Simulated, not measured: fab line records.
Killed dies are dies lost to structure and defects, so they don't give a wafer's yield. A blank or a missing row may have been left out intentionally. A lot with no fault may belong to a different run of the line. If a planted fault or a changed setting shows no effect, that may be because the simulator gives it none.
Which tool was responsible? || flow nandHarc || Sampling: 24 lots, 72 wafers, 6 of 1302 route steps

## WHAT THE GAUGES SHOWED, per wafer
Not one reading of a measure or inspect step in the record can be checked against a usual standard deviation.

## EACH LOT AND THE TOOL THAT RAN IT (in order: tool; ch and the chambers of the sampled wafers; start)
{"lot": "L074", "NHARC_A_WL_FILL_ALD_19": "aldMetal-04 ch 0,1,3, day 21 12:07", "NHARC_A_CONTACT_DESCUM_47": "rieDiel-04 ch 0,1,3, day 21 23:00", "NHARC_A_CONTACT_ETCH_111": "harCapEtch-02 ch 0, day 22 00:51", "NHARC_A_CONTACT_ETCH_121": "harCapEtch-02 ch 0, day 22 02:35", "NHARC_A_CONTACT_ETCH_122": "harCapEtch-02 ch 0, day 22 02:46", "NHARC_A_CONTACT_ETCH_123": "harCapEtch-02 ch 0, day 22 02:59"}
{"lot": "L075", "NHARC_A_WL_FILL_ALD_19": "aldMetal-02 ch 1,2, day 21 14:22", "NHARC_A_CONTACT_DESCUM_47": "rieDiel-11 ch 1,2,3, day 21 23:10", "NHARC_A_CONTACT_ETCH_111": "harCapEtch-03 ch 0,1, day 22 04:00", "NHARC_A_CONTACT_ETCH_121": "harCapEtch-03 ch 0,1, day 22 05:44", "NHARC_A_CONTACT_ETCH_122": "harCapEtch-03 ch 0,1, day 22 05:54", "NHARC_A_CONTACT_ETCH_123": "harCapEtch-03 ch 0,1, day 22 06:11"}
{"lot": "L076", "NHARC_A_WL_FILL_ALD_19": "aldMetal-02 ch 0,1,3, day 22 07:45", "NHARC_A_CONTACT_DESCUM_47": "rieDiel-04 ch 0,2,3, day 22 14:38", "NHARC_A_CONTACT_ETCH_111": "harCapEtch-01 ch 0,1, day 22 17:20", "NHARC_A_CONTACT_ETCH_121": "harCapEtch-01 ch 0,1, day 22 19:35", "NHARC_A_CONTACT_ETCH_122": "harCapEtch-01 ch 0,1, day 22 19:49", "NHARC_A_CONTACT_ETCH_123": "harCapEtch-01 ch 0,1, day 22 20:02"}
{"lot": "L077", "NHARC_A_WL_FILL_ALD_19": "aldMetal-01 ch 0,1,2, day 22 07:45", "NHARC_A_CONTACT_DESCUM_47": "rieDiel-04 ch 1,2,3, day 22 14:29", "NHARC_A_CONTACT_ETCH_111": "harCapEtch-03 ch 0,1, day 22 16:31", "NHARC_A_CONTACT_ETCH_121": "harCapEtch-03 ch 0,1, day 22 18:15", "NHARC_A_CONTACT_ETCH_122": "harCapEtch-03 ch 0,1, day 22 18:25", "NHARC_A_CONTACT_ETCH_123": "harCapEtch-03 ch 0,1, day 22 18:39"}
{"lot": "L078", "NHARC_A_WL_FILL_ALD_19": "aldMetal-01 ch 1,2, day 22 21:32", "NHARC_A_CONTACT_DESCUM_47": "rieDiel-11 ch 0,1,3, day 23 09:16", "NHARC_A_CONTACT_ETCH_111": "harCapEtch-02 ch 0,1, day 23 11:25", "NHARC_A_CONTACT_ETCH_121": "harCapEtch-02 ch 0,1, day 23 13:22", "NHARC_A_CONTACT_ETCH_122": "harCapEtch-02 ch 0,1, day 23 13:32", "NHARC_A_CONTACT_ETCH_123": "harCapEtch-02 ch 0,1, day 23 13:46"}
{"lot": "L079", "NHARC_A_WL_FILL_ALD_19": "aldMetal-04 ch 0,1,2, day 22 21:35", "NHARC_A_CONTACT_DESCUM_47": "rieDiel-11 ch 0,1,3, day 23 09:50", "NHARC_A_CONTACT_ETCH_111": "harCapEtch-01 ch 0, day 23 13:07", "NHARC_A_CONTACT_ETCH_121": "harCapEtch-01 ch 0, day 23 16:11", "NHARC_A_CONTACT_ETCH_122": "harCapEtch-01 ch 0, day 23 16:29", "NHARC_A_CONTACT_ETCH_123": "harCapEtch-01 ch 0, day 23 16:54"}
{"lot": "L080", "NHARC_A_WL_FILL_ALD_19": "aldMetal-02 ch 0,1,2, day 24 03:50", "NHARC_A_CONTACT_DESCUM_47": "rieDiel-04 ch 0,1,2, day 24 14:02", "NHARC_A_CONTACT_ETCH_111": "harCapEtch-01 ch 0,1, day 24 16:23", "NHARC_A_CONTACT_ETCH_121": "harCapEtch-01 ch 0,1, day 24 18:07", "NHARC_A_CONTACT_ETCH_122": "harCapEtch-01 ch 0,1, day 24 18:17", "NHARC_A_CONTACT_ETCH_123": "harCapEtch-01 ch 0,1, day 24 18:28"}
{"lot": "L081", "NHARC_A_WL_FILL_ALD_19": "aldMetal-04 ch 1,2,3, day 24 03:52", "NHARC_A_CONTACT_DESCUM_47": "rieDiel-04 ch 0,1,3, day 24 14:26", "NHARC_A_CONTACT_ETCH_111": "harCapEtch-02 ch 0,1, day 24 17:32", "NHARC_A_CONTACT_ETCH_121": "harCapEtch-02 ch 0,1, day 24 19:17", "NHARC_A_CONTACT_ETCH_122": "harCapEtch-02 ch 0,1, day 24 19:28", "NHARC_A_CONTACT_ETCH_123": "harCapEtch-02 ch 0,1, day 24 19:38"}
{"lot": "L082", "NHARC_A_WL_FILL_ALD_19": "aldMetal-02 ch 0,2,3, day 24 20:18", "NHARC_A_CONTACT_DESCUM_47": "rieDiel-04 ch 1,2,3, day 25 04:01", "NHARC_A_CONTACT_ETCH_111": "harCapEtch-02 ch 0,1, day 25 05:52", "NHARC_A_CONTACT_ETCH_121": "harCapEtch-02 ch 0,1, day 25 07:37", "NHARC_A_CONTACT_ETCH_122": "harCapEtch-02 ch 0,1, day 25 07:47", "NHARC_A_CONTACT_ETCH_123": "harCapEtch-02 ch 0,1, day 25 08:01"}
{"lot": "L083", "NHARC_A_WL_FILL_ALD_19": "aldMetal-04 ch 0,1,3, day 25 02:29", "NHARC_A_CONTACT_DESCUM_47": "rieDiel-04 ch 0,1,3, day 25 09:13", "NHARC_A_CONTACT_ETCH_111": "harCapEtch-03 ch 0,1, day 25 11:13", "NHARC_A_CONTACT_ETCH_121": "harCapEtch-03 ch 0,1, day 25 12:56", "NHARC_A_CONTACT_ETCH_122": "harCapEtch-03 ch 0,1, day 25 13:07", "NHARC_A_CONTACT_ETCH_123": "harCapEtch-03 ch 0,1, day 25 13:24"}
{"lot": "L085", "NHARC_A_WL_FILL_ALD_19": "aldMetal-01 ch 1,3, day 25 12:22", "NHARC_A_CONTACT_DESCUM_47": "rieDiel-11 ch 0,3, day 25 19:01", "NHARC_A_CONTACT_ETCH_111": "harCapEtch-02 ch 0,1, day 25 20:51", "NHARC_A_CONTACT_ETCH_121": "harCapEtch-02 ch 0,1, day 25 22:35", "NHARC_A_CONTACT_ETCH_122": "harCapEtch-02 ch 0,1, day 25 22:46", "NHARC_A_CONTACT_ETCH_123": "harCapEtch-02 ch 0,1, day 25 22:56"}
{"lot": "L084", "NHARC_A_WL_FILL_ALD_19": "aldMetal-02 ch 0,2,3, day 25 15:29", "NHARC_A_CONTACT_DESCUM_47": "rieDiel-04 ch 0,1,3, day 25 23:52", "NHARC_A_CONTACT_ETCH_111": "harCapEtch-03 ch 0,1, day 26 01:43", "NHARC_A_CONTACT_ETCH_121": "harCapEtch-03 ch 0,1, day 26 03:28", "NHARC_A_CONTACT_ETCH_122": "harCapEtch-03 ch 0,1, day 26 03:38", "NHARC_A_CONTACT_ETCH_123": "harCapEtch-03 ch 0,1, day 26 03:52"}
{"lot": "L086", "NHARC_A_WL_FILL_ALD_19": "aldMetal-01 ch 0,1,3, day 26 04:22", "NHARC_A_CONTACT_DESCUM_47": "rieDiel-04 ch 2,3, day 26 11:37", "NHARC_A_CONTACT_ETCH_111": "harCapEtch-02 ch 0,1, day 26 13:39", "NHARC_A_CONTACT_ETCH_121": "harCapEtch-02 ch 0,1, day 26 15:57", "NHARC_A_CONTACT_ETCH_122": "harCapEtch-02 ch 0,1, day 26 16:11", "NHARC_A_CONTACT_ETCH_123": "harCapEtch-02 ch 0,1, day 26 16:34"}
{"lot": "L087", "NHARC_A_WL_FILL_ALD_19": "aldMetal-01 ch 0,2,3, day 26 21:52", "NHARC_A_CONTACT_DESCUM_47": "rieDiel-11 ch 1,2,3, day 27 04:55", "NHARC_A_CONTACT_ETCH_111": "harCapEtch-01 ch 0,1, day 27 06:46", "NHARC_A_CONTACT_ETCH_121": "harCapEtch-01 ch 0,1, day 27 09:04", "NHARC_A_CONTACT_ETCH_122": "harCapEtch-01 ch 0,1, day 27 09:18", "NHARC_A_CONTACT_ETCH_123": "harCapEtch-01 ch 0,1, day 27 09:37"}
{"lot": "L088", "NHARC_A_WL_FILL_ALD_19": "aldMetal-01 ch 0,1, day 27 09:41", "NHARC_A_CONTACT_DESCUM_47": "rieDiel-04 ch 2,3, day 27 16:38", "NHARC_A_CONTACT_ETCH_111": "harCapEtch-01 ch 0,1, day 27 18:49", "NHARC_A_CONTACT_ETCH_121": "harCapEtch-01 ch 0,1, day 27 20:51", "NHARC_A_CONTACT_ETCH_122": "harCapEtch-01 ch 0,1, day 27 21:05", "NHARC_A_CONTACT_ETCH_123": "harCapEtch-01 ch 0,1, day 27 21:19"}
{"lot": "L089", "NHARC_A_WL_FILL_ALD_19": "aldMetal-02 ch 0,2,3, day 27 09:43", "NHARC_A_CONTACT_DESCUM_47": "rieDiel-11 ch 0,2,3, day 27 17:01", "NHARC_A_CONTACT_ETCH_111": "harCapEtch-02 ch 0,1, day 27 18:49", "NHARC_A_CONTACT_ETCH_121": "harCapEtch-02 ch 0,1, day 27 20:38", "NHARC_A_CONTACT_ETCH_122": "harCapEtch-02 ch 0,1, day 27 20:49", "NHARC_A_CONTACT_ETCH_123": "harCapEtch-02 ch 0,1, day 27 20:58"}
{"lot": "L090", "NHARC_A_WL_FILL_ALD_19": "aldMetal-04 ch 0,2, day 27 13:16", "NHARC_A_CONTACT_DESCUM_47": "rieDiel-04 ch 0,1,2, day 28 01:01", "NHARC_A_CONTACT_ETCH_111": "harCapEtch-02 ch 0,1, day 28 02:50", "NHARC_A_CONTACT_ETCH_121": "harCapEtch-02 ch 0,1, day 28 04:34", "NHARC_A_CONTACT_ETCH_122": "harCapEtch-02 ch 0,1, day 28 04:44", "NHARC_A_CONTACT_ETCH_123": "harCapEtch-02 ch 0,1, day 28 04:55"}
{"lot": "L091", "NHARC_A_WL_FILL_ALD_19": "aldMetal-04 ch 0,1,3, day 27 19:05", "NHARC_A_CONTACT_DESCUM_47": "rieDiel-04 ch 0,3, day 28 03:36", "NHARC_A_CONTACT_ETCH_111": "harCapEtch-01 ch 1, day 28 05:25", "NHARC_A_CONTACT_ETCH_121": "harCapEtch-01 ch 1, day 28 07:09", "NHARC_A_CONTACT_ETCH_122": "harCapEtch-01 ch 1, day 28 07:19", "NHARC_A_CONTACT_ETCH_123": "harCapEtch-01 ch 1, day 28 07:30"}
{"lot": "L092", "NHARC_A_WL_FILL_ALD_19": "aldMetal-02 ch 0,1,3, day 28 14:02", "NHARC_A_CONTACT_DESCUM_47": "rieDiel-04 ch 0,1,3, day 28 20:36", "NHARC_A_CONTACT_ETCH_111": "harCapEtch-03 ch 0,1, day 28 22:24", "NHARC_A_CONTACT_ETCH_121": "harCapEtch-03 ch 0,1, day 29 00:08", "NHARC_A_CONTACT_ETCH_122": "harCapEtch-03 ch 0,1, day 29 00:18", "NHARC_A_CONTACT_ETCH_123": "harCapEtch-03 ch 0,1, day 29 00:28"}
{"lot": "L094", "NHARC_A_WL_FILL_ALD_19": "aldMetal-02 ch 0,1,2, day 29 04:32", "NHARC_A_CONTACT_DESCUM_47": "rieDiel-11 ch 0,1,3, day 29 12:02", "NHARC_A_CONTACT_ETCH_111": "harCapEtch-03 ch 0,1, day 29 13:55", "NHARC_A_CONTACT_ETCH_121": "harCapEtch-03 ch 0,1, day 29 15:39", "NHARC_A_CONTACT_ETCH_122": "harCapEtch-03 ch 0,1, day 29 15:49", "NHARC_A_CONTACT_ETCH_123": "harCapEtch-03 ch 0,1, day 29 16:00"}
{"lot": "L093", "NHARC_A_WL_FILL_ALD_19": "aldMetal-01 ch 0,2,3, day 29 04:35", "NHARC_A_CONTACT_DESCUM_47": "rieDiel-04 ch 0,1,3, day 29 12:11", "NHARC_A_CONTACT_ETCH_111": "harCapEtch-02 ch 0,1, day 29 14:01", "NHARC_A_CONTACT_ETCH_121": "harCapEtch-02 ch 0,1, day 29 15:45", "NHARC_A_CONTACT_ETCH_122": "harCapEtch-02 ch 0,1, day 29 15:55", "NHARC_A_CONTACT_ETCH_123": "harCapEtch-02 ch 0,1, day 29 16:05"}
{"lot": "L095", "NHARC_A_WL_FILL_ALD_19": "aldMetal-01 ch 1,2,3, day 29 23:45", "NHARC_A_CONTACT_DESCUM_47": "rieDiel-04 ch 0,1,2, day 30 06:20", "NHARC_A_CONTACT_ETCH_111": "harCapEtch-03 ch 0,1, day 30 08:11", "NHARC_A_CONTACT_ETCH_121": "harCapEtch-03 ch 0,1, day 30 10:31", "NHARC_A_CONTACT_ETCH_122": "harCapEtch-03 ch 0,1, day 30 10:44", "NHARC_A_CONTACT_ETCH_123": "harCapEtch-03 ch 0,1, day 30 11:02"}
{"lot": "L096", "NHARC_A_WL_FILL_ALD_19": "aldMetal-02 ch 1,3, day 30 11:42", "NHARC_A_CONTACT_DESCUM_47": "rieDiel-08 ch 0,1, day 30 18:29", "NHARC_A_CONTACT_ETCH_111": "harCapEtch-01 ch 0,1, day 30 20:20", "NHARC_A_CONTACT_ETCH_121": "harCapEtch-01 ch 0,1, day 30 22:04", "NHARC_A_CONTACT_ETCH_122": "harCapEtch-01 ch 0,1, day 30 22:14", "NHARC_A_CONTACT_ETCH_123": "harCapEtch-01 ch 0,1, day 30 22:28"}
{"lot": "L097", "NHARC_A_WL_FILL_ALD_19": "aldMetal-04 ch 0,1,2, day 30 11:42", "NHARC_A_CONTACT_DESCUM_47": "rieDiel-08 ch 0,1,2, day 30 20:47", "NHARC_A_CONTACT_ETCH_111": "harCapEtch-02 ch 0,1, day 30 22:37", "NHARC_A_CONTACT_ETCH_121": "harCapEtch-02 ch 0,1, day 31 00:21", "NHARC_A_CONTACT_ETCH_122": "harCapEtch-02 ch 0,1, day 31 00:32", "NHARC_A_CONTACT_ETCH_123": "harCapEtch-02 ch 0,1, day 31 00:42"}
- NHARC_A_WL_FILL_ALD_19: deposits TiN, target thk 2 nm, pulse time 3 s, ald cycles 100.
- NHARC_A_CONTACT_DESCUM_47: chemistry O2, time 3 s.
- NHARC_A_CONTACT_ETCH_111: etches the open film in C4F8/O2/Ar, time 140 s, target depth 700 nm.
- NHARC_A_CONTACT_ETCH_121: etches the open film in C4F8/O2/Ar, time 190 s, target depth 1850 nm.
- NHARC_A_CONTACT_ETCH_122: etches the open film in C4F8/O2/Ar, time 190 s, target depth 1850 nm.
- NHARC_A_CONTACT_ETCH_123: etches the open film in C4F8/O2/Ar, time 490 s, target depth 2110 nm.

## WHAT THE TOOLS THEMSELVES READ (means of the sampled wafers that have a number; where no wafer has one, the mark that the record gives instead)
NHARC_A_WL_FILL_ALD_19.
{"lot": "L074", "tool": "aldMetal-04", "heaterPowerW (W)": 1039, "precursorPulseHeightRel": 1.007}
{"lot": "L075", "tool": "aldMetal-02", "heaterPowerW (W)": 1108, "precursorPulseHeightRel": 1.003}
{"lot": "L076", "tool": "aldMetal-02", "heaterPowerW (W)": 1087, "precursorPulseHeightRel": 1.002}
{"lot": "L077", "tool": "aldMetal-01", "heaterPowerW (W)": 1028, "precursorPulseHeightRel": 0.986}
{"lot": "L078", "tool": "aldMetal-01", "heaterPowerW (W)": 981, "precursorPulseHeightRel": 0.998}
{"lot": "L079", "tool": "aldMetal-04", "heaterPowerW (W)": 1131, "precursorPulseHeightRel": 0.994}
{"lot": "L080", "tool": "aldMetal-02", "heaterPowerW (W)": 1110, "precursorPulseHeightRel": 0.979}
{"lot": "L081", "tool": "aldMetal-04", "heaterPowerW (W)": 1094, "precursorPulseHeightRel": 0.989}
{"lot": "L082", "tool": "aldMetal-02", "heaterPowerW (W)": 1027, "precursorPulseHeightRel": 0.991}
{"lot": "L083", "tool": "aldMetal-04", "heaterPowerW (W)": 1052, "precursorPulseHeightRel": 0.993}
{"lot": "L085", "tool": "aldMetal-01", "heaterPowerW (W)": 1057, "precursorPulseHeightRel": 0.986}
{"lot": "L084", "tool": "aldMetal-02", "heaterPowerW (W)": 1039, "precursorPulseHeightRel": 0.990}
{"lot": "L086", "tool": "aldMetal-01", "heaterPowerW (W)": 1079, "precursorPulseHeightRel": 0.979}
{"lot": "L087", "tool": "aldMetal-01", "heaterPowerW (W)": 1094, "precursorPulseHeightRel": 0.994}
{"lot": "L088", "tool": "aldMetal-01", "heaterPowerW (W)": 1139, "precursorPulseHeightRel": 1.000}
{"lot": "L089", "tool": "aldMetal-02", "heaterPowerW (W)": 1018, "precursorPulseHeightRel": 0.995}
{"lot": "L090", "tool": "aldMetal-04", "heaterPowerW (W)": 1176, "precursorPulseHeightRel": 0.991}
{"lot": "L091", "tool": "aldMetal-04", "heaterPowerW (W)": 1074, "precursorPulseHeightRel": 0.979}
{"lot": "L092", "tool": "aldMetal-02", "heaterPowerW (W)": 1070, "precursorPulseHeightRel": 1.006}
{"lot": "L094", "tool": "aldMetal-02", "heaterPowerW (W)": 1125, "precursorPulseHeightRel": 0.994}
{"lot": "L093", "tool": "aldMetal-01", "heaterPowerW (W)": 1106, "precursorPulseHeightRel": 0.999}
{"lot": "L095", "tool": "aldMetal-01", "heaterPowerW (W)": 1061, "precursorPulseHeightRel": 0.993}
{"lot": "L096", "tool": "aldMetal-02", "heaterPowerW (W)": 1143, "precursorPulseHeightRel": 1.013}
{"lot": "L097", "tool": "aldMetal-04", "heaterPowerW (W)": 1141, "precursorPulseHeightRel": 1.012}

NHARC_A_CONTACT_DESCUM_47.
{"lot": "L074", "tool": "rieDiel-04", "drypumpMotorCurrentA (A)": 5.6, "oesProductAu (a.u.)": 0.991, "rfVppV (V)": 57.9, "showerheadPlenumPTorr (Torr)": 1.94, "throttleValvePct (%)": 11.316}
{"lot": "L075", "tool": "rieDiel-11", "drypumpMotorCurrentA (A)": 5.7, "oesProductAu (a.u.)": 1.002, "rfVppV (V)": 57.1, "showerheadPlenumPTorr (Torr)": 1.94, "throttleValvePct (%)": 11.308}
{"lot": "L076", "tool": "rieDiel-04", "drypumpMotorCurrentA (A)": 5.6, "oesProductAu (a.u.)": 0.988, "rfVppV (V)": 57.7, "showerheadPlenumPTorr (Torr)": 1.88, "throttleValvePct (%)": 11.319}
{"lot": "L077", "tool": "rieDiel-04", "drypumpMotorCurrentA (A)": 5.8, "oesProductAu (a.u.)": 0.985, "rfVppV (V)": 57.5, "showerheadPlenumPTorr (Torr)": 1.89, "throttleValvePct (%)": 11.316}
{"lot": "L078", "tool": "rieDiel-11", "drypumpMotorCurrentA (A)": 5.4, "oesProductAu (a.u.)": 1.008, "rfVppV (V)": 57.3, "showerheadPlenumPTorr (Torr)": 1.87, "throttleValvePct (%)": 11.307}
{"lot": "L079", "tool": "rieDiel-11", "drypumpMotorCurrentA (A)": 5.4, "oesProductAu (a.u.)": 1.009, "rfVppV (V)": 58.0, "showerheadPlenumPTorr (Torr)": 1.87, "throttleValvePct (%)": 11.311}
{"lot": "L080", "tool": "rieDiel-04", "drypumpMotorCurrentA (A)": 5.4, "oesProductAu (a.u.)": 1.001, "rfVppV (V)": 58.0, "showerheadPlenumPTorr (Torr)": 1.97, "throttleValvePct (%)": 11.315}
{"lot": "L081", "tool": "rieDiel-04", "drypumpMotorCurrentA (A)": 5.6, "oesProductAu (a.u.)": 0.997, "rfVppV (V)": 57.9, "showerheadPlenumPTorr (Torr)": 1.94, "throttleValvePct (%)": 11.306}
{"lot": "L082", "tool": "rieDiel-04", "drypumpMotorCurrentA (A)": 5.8, "oesProductAu (a.u.)": 0.994, "rfVppV (V)": 57.7, "showerheadPlenumPTorr (Torr)": 1.88, "throttleValvePct (%)": 11.322}
{"lot": "L083", "tool": "rieDiel-04", "drypumpMotorCurrentA (A)": 5.6, "oesProductAu (a.u.)": 0.995, "rfVppV (V)": 57.9, "showerheadPlenumPTorr (Torr)": 1.94, "throttleValvePct (%)": 11.316}
{"lot": "L085", "tool": "rieDiel-11", "drypumpMotorCurrentA (A)": 5.5, "oesProductAu (a.u.)": 1.003, "rfVppV (V)": 57.1, "showerheadPlenumPTorr (Torr)": 1.83, "throttleValvePct (%)": 11.308}
{"lot": "L084", "tool": "rieDiel-04", "drypumpMotorCurrentA (A)": 5.6, "oesProductAu (a.u.)": 1.004, "rfVppV (V)": 58.4, "showerheadPlenumPTorr (Torr)": 1.94, "throttleValvePct (%)": 11.308}
{"lot": "L086", "tool": "rieDiel-04", "drypumpMotorCurrentA (A)": 5.9, "oesProductAu (a.u.)": 0.999, "rfVppV (V)": 56.6, "showerheadPlenumPTorr (Torr)": 1.83, "throttleValvePct (%)": 11.303}
{"lot": "L087", "tool": "rieDiel-11", "drypumpMotorCurrentA (A)": 5.7, "oesProductAu (a.u.)": 1.000, "rfVppV (V)": 57.5, "showerheadPlenumPTorr (Torr)": 1.93, "throttleValvePct (%)": 11.320}
{"lot": "L088", "tool": "rieDiel-04", "drypumpMotorCurrentA (A)": 6.1, "oesProductAu (a.u.)": 1.001, "rfVppV (V)": 56.6, "showerheadPlenumPTorr (Torr)": 1.79, "throttleValvePct (%)": 11.311}
{"lot": "L089", "tool": "rieDiel-11", "drypumpMotorCurrentA (A)": 5.8, "oesProductAu (a.u.)": 1.008, "rfVppV (V)": 57.8, "showerheadPlenumPTorr (Torr)": 1.90, "throttleValvePct (%)": 11.313}
{"lot": "L090", "tool": "rieDiel-04", "drypumpMotorCurrentA (A)": 5.4, "oesProductAu (a.u.)": 0.993, "rfVppV (V)": 58.5, "showerheadPlenumPTorr (Torr)": 1.96, "throttleValvePct (%)": 11.314}
{"lot": "L091", "tool": "rieDiel-04", "drypumpMotorCurrentA (A)": 5.4, "oesProductAu (a.u.)": 0.992, "rfVppV (V)": 58.4, "showerheadPlenumPTorr (Torr)": 1.93, "throttleValvePct (%)": 11.317}
{"lot": "L092", "tool": "rieDiel-04", "drypumpMotorCurrentA (A)": 5.6, "oesProductAu (a.u.)": 0.997, "rfVppV (V)": 57.9, "showerheadPlenumPTorr (Torr)": 1.93, "throttleValvePct (%)": 11.301}
{"lot": "L094", "tool": "rieDiel-11", "drypumpMotorCurrentA (A)": 5.4, "oesProductAu (a.u.)": 1.009, "rfVppV (V)": 57.7, "showerheadPlenumPTorr (Torr)": 1.85, "throttleValvePct (%)": 11.307}
{"lot": "L093", "tool": "rieDiel-04", "drypumpMotorCurrentA (A)": 5.6, "oesProductAu (a.u.)": 1.000, "rfVppV (V)": 58.3, "showerheadPlenumPTorr (Torr)": 1.93, "throttleValvePct (%)": 11.310}
{"lot": "L095", "tool": "rieDiel-04", "drypumpMotorCurrentA (A)": 5.4, "oesProductAu (a.u.)": 0.986, "rfVppV (V)": 57.5, "showerheadPlenumPTorr (Torr)": 1.96, "throttleValvePct (%)": 11.309}
{"lot": "L096", "tool": "rieDiel-08", "drypumpMotorCurrentA (A)": 5.2, "oesProductAu (a.u.)": 1.000, "rfVppV (V)": 59.1, "showerheadPlenumPTorr (Torr)": 2.03, "throttleValvePct (%)": 11.310}
{"lot": "L097", "tool": "rieDiel-08", "drypumpMotorCurrentA (A)": 5.6, "oesProductAu (a.u.)": 0.995, "rfVppV (V)": 58.0, "showerheadPlenumPTorr (Torr)": 1.99, "throttleValvePct (%)": 11.307}

## THE ANSWER, worked out from the rows above alone
Rule: the lots themselves supply what counts as usual. Put in order of their means at a reading, lots are off if they are a third of the lots or fewer, leave a main group of 4 or more, and stand apart from it by a gap of 3 or more times the standard deviation of the main group's means; of several such gaps the widest counts. A main group whose means are all the same, to the digits that the tables above print for the reading, isn't used. Also off: a lot with no number at a reading for which 4 or more lots have one. Where the step has rows for the other lots, those lots are counted as sound. After the gauges, taken in route order, come the tools' own readings; for these a lot's mean is taken, as printed above. At the first step where some lot is off, the reading lying furthest off is the one used; lots without a number count as furthest.
Nothing can be told from this: no lot is off at any reading shown.

## WHAT THE SIMULATOR HAD PUT IN
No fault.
